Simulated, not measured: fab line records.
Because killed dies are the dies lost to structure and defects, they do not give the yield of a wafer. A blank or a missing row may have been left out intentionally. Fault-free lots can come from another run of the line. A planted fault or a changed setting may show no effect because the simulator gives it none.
fab line records | flow nand_harc
record: lots: 5 | wafers: 15 | last_day: 25
route steps=1159 shown A_BONDPAD@1065
lots that met no fault: from a run of the same line without faults
start_h: hours from the record's first day to the start of the lot's first wafer shown | wait_h: how many hours have passed since the lot's step before this one | " identical to the entry in the row above | L1.1+2: several wafers, shown together as one row | - no value present, or no start provided | * or withheld: withheld | < > ~ a bound
route shown NAME@n: names a module that has steps shown in the file, with the first one's number in the route | usual: mean and standard deviation over wafers with no fault | same: alike in all rows | chamber/n: place in a boat | sites: each site's reading | _std_site: the standard deviation of these | _edge_site: mean of outer sites minus mean of inner sites | radius_mm: for every site, how far away it sits from the centre of the wafer | mask NAME#n: copy n | behind: tool/chamber where the wafer was last shaped | hold: why the lot went on hold/how many hours it stayed there/how the hold came to an end | device: the transistor (n, p or np) that didn't switch | end of line: the same wafers' tests at the end of the route | a step without rows: its recipe alone | killed: dies that structure and defects cost at the first sort, which is not the same as the wafer's yield | map: a wafer's dies, marking killed ones x, the rest . and places with no die _
set.NAME: setting as actually run; set.NAME@STEP: the setting as run at that earlier step | model.NAME: the simulator's own value behind a step, which no gauge read
certain route steps with their lots: each step a table, each wafer a row
services: when a tool's chamber went out of use (start_h, in hours from the record's first day, below 0 if earlier), for how many hours, and the reason
== steps ==
step: NHARC_A_BONDPAD_COAT_33
recipe: temp_c: 200 | time_s: 65
step: NHARC_A_BONDPAD_COAT_03
recipe: spin_rpm: 2000 | resist_thk_nm: 600
step: NHARC_A_BONDPAD_SOFTBAKE_04
recipe: temp_c: 125 | time_s: 70
step: NHARC_A_BONDPAD_EBR_05
step: NHARC_A_BONDPAD_EXPOSE_06
recipe: na: 0.55 | dose_mj: 36.99 | mask_id: A_BPAD
step: NHARC_A_BONDPAD_PEB_07
recipe: peb_temp_c: 128 | peb_time_s: 80
step: NHARC_A_BONDPAD_DEVELOP_08
recipe: time_s: 50 | dev_temp_c: 22
step: NHARC_A_BONDPAD_CD_MEAS_09
recipe: target_cd_nm: 500 | landing_energy_ev: 500
usual: cd_nm: 500.4/2.2
lot.wafer | tool      | chamber | start_h | wait_h | cd_nm
L249.1    | cd_sem-03 | 0       | 482.75  | -      | 503.4
L249.2    | "         | 0       | "       | "      | 500.5
L249.5    | "         | 0       | "       | "      | 499.0
L251.2    | cd_sem-02 | 0       | 485.13  | -      | 499.7
L251.4    | "         | 0       | "       | "      | 502.6
L251.6    | "         | 0       | "       | "      | 500.6
L253.2    | cd_sem-01 | 0       | 488.14  | -      | 496.6
L253.5    | "         | 0       | "       | "      | 498.6
L253.6    | "         | 0       | "       | "      | 500.7
L258.1    | cd_sem-03 | 0       | 541.51  | -      | 500.9
L258.2    | "         | 0       | "       | "      | 499.0
L258.6    | "         | 0       | "       | "      | 496.9
L260.1    | cd_sem-02 | 0       | 559.20  | -      | 503.2
L260.2    | "         | 0       | "       | "      | 501.1
L260.4    | "         | 0       | "       | "      | 502.9
step: NHARC_A_BONDPAD_OVL_MEAS_35
usual: overlay_x_nm: -2/5.5 | overlay_y_nm: 0/6
lot.wafer | tool       | chamber | start_h | wait_h | overlay_x_nm | overlay_y_nm
L249.1    | overlay-01 | -       | 482.84  | -      | -6           | 9
L249.2    | "          | -       | "       | "      | -6           | 9
L249.5    | "          | -       | "       | "      | -6           | 8
L251.2    | overlay-02 | -       | 485.22  | -      | 0            | 2
L251.4    | "          | -       | "       | "      | -1           | 2
L251.6    | "          | -       | "       | "      | -1           | 2
L253.2    | overlay-02 | -       | 488.22  | -      | -10          | -3
L253.5    | "          | -       | "       | "      | -10          | -3
L253.6    | "          | -       | "       | "      | -10          | -2
L258.1    | overlay-01 | -       | 541.60  | -      | -2           | 4
L258.2    | "          | -       | "       | "      | -3           | 4
L258.6    | "          | -       | "       | "      | -3           | 5
L260.1    | overlay-02 | -       | 559.29  | -      | -8           | -6
L260.2    | "          | -       | "       | "      | -9           | -7
L260.4    | "          | -       | "       | "      | -9           | -6
step: NHARC_A_BONDPAD_HARDBAKE_10
recipe: temp_c: 118 | time_s: 65
step: NHARC_A_BONDPAD_DESCUM_11
recipe: time_s: 3 | o2_flow_sccm: 200 | ar_flow_sccm: 0 | bias_power_w: 0 | chemistry: O2
usual: drypump_motor_current_A: 5.8/0.33 | oes_product_au: 1.003/0.01 | rf_vpp_V: 57.8/0.93 | showerhead_plenum_p_Torr: 1.89/0.061 | throttle_valve_pct: 11.311/0.0089
same: time_s: 3
lot.wafer | tool        | chamber | start_h | wait_h | drypump_motor_current_A | oes_product_au | rf_hours_counter_h | rf_vpp_V | showerhead_plenum_p_Torr | throttle_valve_pct
L249.1    | rie_diel-06 | 1       | 482.97  | -      | 6.2                     | 1.000          | 2                  | 56.9     | 1.91                     | 11.319
L249.2    | "           | 2       | "       | "      | 5.6                     | 1.007          | 2                  | 57.9     | 1.96                     | 11.310
L249.5    | "           | 1       | "       | "      | 6.2                     | 0.993          | -                  | 58.3     | 1.92                     | 11.329
L251.4    | rie_diel-10 | 2       | 485.34  | -      | 5.2                     | 0.996          | 46                 | 58.3     | 1.94                     | 11.305
L251.2    | "           | 1       | "       | "      | 5.2                     | 0.992          | 43                 | 56.0     | 1.79                     | 11.317
L251.6    | "           | 3       | "       | "      | 5.6                     | 0.996          | -                  | 57.6     | 1.93                     | 11.318
L253.2    | rie_diel-08 | 0       | 488.35  | -      | 5.7                     | 1.004          | 0                  | 58.2     | 1.89                     | 11.298
L253.5    | "           | 3       | "       | "      | 5.6                     | 1.000          | -                  | 58.2     | 1.90                     | 11.305
L253.6    | "           | 0       | "       | "      | 5.7                     | 1.002          | -                  | 57.7     | 1.89                     | 11.316
L258.1    | rie_diel-06 | 3       | 541.74  | -      | 5.4                     | 1.024          | 5                  | 57.5     | 1.83                     | 11.304
L258.2    | "           | 0       | "       | "      | 5.9                     | 1.001          | 4                  | 59.6     | 1.89                     | 11.307
L258.6    | "           | 3       | "       | "      | 5.4                     | 1.020          | -                  | 57.1     | 1.83                     | 11.317
L260.4    | rie_diel-06 | 3       | 559.41  | -      | 5.4                     | 1.014          | 5                  | 56.9     | 1.83                     | 11.306
L260.1    | "           | 0       | "       | "      | 5.8                     | 1.000          | 4                  | 56.6     | 1.88                     | 11.298
L260.2    | "           | 1       | "       | "      | 6.2                     | 1.001          | 5                  | 57.9     | 1.91                     | 11.327
step: NHARC_A_BONDPAD_ETCH_34
recipe: target_depth_a: 600 | overetch_a: 180 | time_s: 65.91 | ion_energy_ev: 200 | n2_flow_sccm: 150 | h2_flow_sccm: 150 | ar_flow_sccm: 0 | rf_w: 400 | bias_w: 150 | chemistry: N2/H2
usual: drypump_motor_current_A: 5.8/0.34 | oes_product_au: 1.004/0.011 | rf_vpp_V: 430.1/2 | run_length_s: 87.0/0.49 | showerhead_plenum_p_Torr: 2.02/0.066 | throttle_valve_pct: 14.171/0.0085
same: time_s: 65.91
lot.wafer | tool        | chamber | start_h | wait_h | drypump_motor_current_A | oes_product_au | rf_hours_counter_h | rf_vpp_V | run_length_s | showerhead_plenum_p_Torr | throttle_valve_pct
L249.2    | rie_diel-06 | 3       | 483.04  | 0.1    | 5.4                     | 1.015          | 2                  | 428.4    | 86.5         | 1.94                     | 14.168
L249.1    | "           | 1       | "       | "      | 6.2                     | 1.004          | 2                  | 430.4    | 86.5         | 2.04                     | 14.186
L249.5    | "           | 3       | "       | "      | 5.4                     | 1.016          | -                  | 428.4    | 86.6         | 1.94                     | 14.162
L251.4    | rie_diel-10 | 2       | 485.92  | 0.6    | 5.2                     | 0.991          | 46                 | 429.7    | 86.7         | 2.07                     | 14.174
L251.2    | "           | 1       | "       | "      | 5.2                     | 0.985          | 43                 | 427.2    | 87.2         | 1.90                     | 14.159
L251.6    | "           | 3       | "       | "      | 5.7                     | 0.997          | -                  | 432.2    | 87.5         | 2.05                     | 14.176
L253.2    | rie_diel-08 | 0       | 488.44  | 0.1    | 5.8                     | 0.997          | 0                  | 429.3    | 87.5         | 2.01                     | 14.165
L253.6    | "           | 2       | "       | "      | 5.8                     | 0.996          | -                  | 426.9    | 86.6         | 1.88                     | 14.179
L253.5    | "           | 3       | "       | "      | 5.6                     | 0.996          | -                  | 431.5    | 88.0         | 2.02                     | 14.161
L258.2    | rie_diel-06 | 1       | 541.83  | 0.1    | 6.2                     | 1.001          | 5                  | 432.2    | 86.6         | 2.04                     | 14.177
L258.1    | "           | 0       | "       | "      | 5.8                     | 1.013          | 4                  | 429.6    | 87.3         | 2.01                     | 14.166
L258.6    | "           | 0       | "       | "      | 5.8                     | 1.003          | -                  | 430.8    | 87.0         | 2.01                     | 14.178
L260.1    | rie_diel-06 | 3       | 559.49  | 0.1    | 5.4                     | 1.008          | 5                  | 428.9    | 86.5         | 1.94                     | 14.183
L260.2    | "           | 1       | "       | "      | 6.2                     | 1.004          | 5                  | 431.4    | 86.5         | 2.04                     | 14.161
L260.4    | "           | 2       | "       | "      | 5.6                     | 1.011          | 5                  | 432.1    | 86.5         | 2.09                     | 14.157
step: NHARC_A_BONDPAD_ETCH_12
recipe: target_depth_a: 2200 | time_s: 110 | chf3_flow_sccm: 50 | o2_flow_sccm: 10 | ar_flow_sccm: 200 | rf_w: 500 | bias_w: 200 | chemistry: CHF3/O2
usual: drypump_motor_current_A: 5.8/0.34 | oes_product_au: 0.951/0.027 | rf_vpp_V: 370.2/1.9 | run_length_s: 131.1/0.48 | showerhead_plenum_p_Torr: 2.38/0.075 | throttle_valve_pct: 20.573/0.0082
lot.wafer | tool        | chamber | start_h | wait_h | drypump_motor_current_A | oes_product_au | rf_hours_counter_h | rf_vpp_V | run_length_s | showerhead_plenum_p_Torr | throttle_valve_pct
L249.2    | rie_diel-06 | 0       | 483.14  | -      | 5.9                     | 0.957          | 1                  | 367.7    | 89.8         | 2.37                     | 20.559
L249.1    | "           | 3       | "       | "      | 5.4                     | 0.980          | 2                  | 368.4    | 130.6        | 2.30                     | 20.562
L249.5    | "           | 0       | "       | "      | 5.9                     | 0.954          | -                  | 371.7    | 90.2         | 2.37                     | 20.574
L251.4    | rie_diel-10 | 2       | 486.05  | -      | 5.2                     | 0.906          | 46                 | 371.3    | 131.3        | 2.43                     | 20.568
L251.2    | "           | 3       | "       | "      | 5.7                     | 0.929          | 45                 | 370.9    | 131.6        | 2.42                     | 20.577
L251.6    | "           | 3       | "       | "      | 5.6                     | 0.922          | -                  | 373.1    | 131.6        | 2.42                     | 20.562
L253.2    | rie_diel-08 | 0       | 488.52  | -      | 5.8                     | 0.954          | 0                  | 368.7    | 131.3        | 2.37                     | 20.559
L253.5    | "           | 0       | "       | "      | 5.8                     | 0.956          | -                  | 369.9    | 131.6        | 2.37                     | 20.576
L253.6    | "           | 1       | "       | "      | 6.4                     | 0.987          | -                  | 373.4    | 131.0        | 2.51                     | 20.569
L258.2    | rie_diel-06 | 2       | 541.94  | -      | 5.6                     | 0.929          | 5                  | 371.3    | 130.9        | 2.46                     | 20.569
L258.1    | "           | 3       | "       | "      | 5.4                     | 0.947          | 5                  | 367.5    | 130.6        | 2.30                     | 20.578
L258.6    | "           | 2       | "       | "      | 5.6                     | 0.923          | -                  | 371.2    | 130.9        | 2.46                     | 20.574
L260.4    | rie_diel-06 | 2       | 559.59  | -      | 5.6                     | 0.941          | 5                  | 372.1    | 130.7        | 2.46                     | 20.568
L260.1    | "           | 3       | "       | "      | 5.4                     | 0.942          | 5                  | 367.3    | 131.0        | 2.30                     | 20.586
L260.2    | "           | 1       | "       | "      | 6.2                     | 0.912          | 5                  | 371.6    | 130.8        | 2.40                     | 20.573
step: NHARC_A_BONDPAD_CD_MEAS_13
usual: cd_nm: 499.8/2.4
lot.wafer | tool      | chamber | start_h | wait_h | cd_nm
L249.1    | cd_sem-03 | -       | 483.27  | -      | 503.1
L249.2    | "         | -       | "       | "      | 499.7
L249.5    | "         | -       | "       | "      | 498.6
L251.2    | cd_sem-01 | -       | 486.19  | -      | 498.0
L251.4    | "         | -       | "       | "      | 500.4
L251.6    | "         | -       | "       | "      | 499.3
L253.2    | cd_sem-01 | -       | 488.66  | -      | 495.9
L253.5    | "         | -       | "       | "      | 498.1
L253.6    | "         | -       | "       | "      | 499.5
L258.1    | cd_sem-03 | -       | 542.07  | -      | 500.3
L258.2    | "         | -       | "       | "      | 498.6
L258.6    | "         | -       | "       | "      | 494.9
L260.1    | cd_sem-03 | -       | 559.73  | -      | 502.9
L260.2    | "         | -       | "       | "      | 500.4
L260.4    | "         | -       | "       | "      | 501.2
== services ==
tool        | chamber | start_h | hours | kind
rie_diel-10 | 0       | 461.42  | -     | clean
rie_diel-10 | 1       | 461.42  | -     | clean
rie_diel-10 | 2       | 461.42  | -     | clean
rie_diel-06 | 0       | 463.37  | 13.0  | repair
rie_diel-10 | 3       | 468.39  | 1.6   | repair
rie_diel-06 | 1       | 476.22  | -     | clean
rie_diel-06 | 2       | 476.22  | -     | clean
rie_diel-06 | 3       | 476.22  | -     | clean
rie_diel-08 | -       | 478.82  | 9.0   | pm
rie_diel-06 | 0       | 500.72  | -     | clean
rie_diel-06 | 1       | 500.72  | -     | clean
rie_diel-06 | 2       | 500.72  | -     | clean
rie_diel-06 | 3       | 500.72  | -     | clean
rie_diel-06 | 0       | 525.22  | -     | clean
rie_diel-06 | 1       | 525.22  | -     | clean
rie_diel-06 | 2       | 525.22  | -     | clean
rie_diel-06 | 3       | 525.22  | -     | clean
rie_diel-10 | -       | 530.52  | 9.0   | pm
rie_diel-08 | 1       | 535.80  | 9.2   | repair
rie_diel-06 | 2       | 540.01  | 1.9   | repair
rie_diel-06 | 0       | 549.72  | -     | clean
rie_diel-06 | 1       | 549.72  | -     | clean
rie_diel-06 | 2       | 549.72  | -     | clean
rie_diel-06 | 3       | 549.72  | -     | clean
== key ==
first_sign: step: NHARC_A_BONDPAD_ETCH_12 | reading: run_length_s | direction: down | sigmas: 86 | usual: * | struck: *
effect none on later readings
met_at NHARC_A_BONDPAD_ETCH_12
struck_wafers L249.2,L249.5
later_rows_left_out L249.2,L249.5
sort_left_out L249.2,L249.5
fault: kind: process_parameter_drift | tool: rie_diel-06 | chamber: 0 | onset_h: 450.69 | steps: NHARC_A_BONDPAD_ETCH_12 | channel: time_s | offset: * | shape: step | end_h: 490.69 | acts_in: * | stated: *
sort_left_out: the simulated sort isn't trusted on such a fault, so these wafers' sort isn't shown, and their yield isn't known
later_rows_left_out: the simulator's readings of these wafers behind a module that went badly wrong aren't trusted and aren't shown, but for the sort
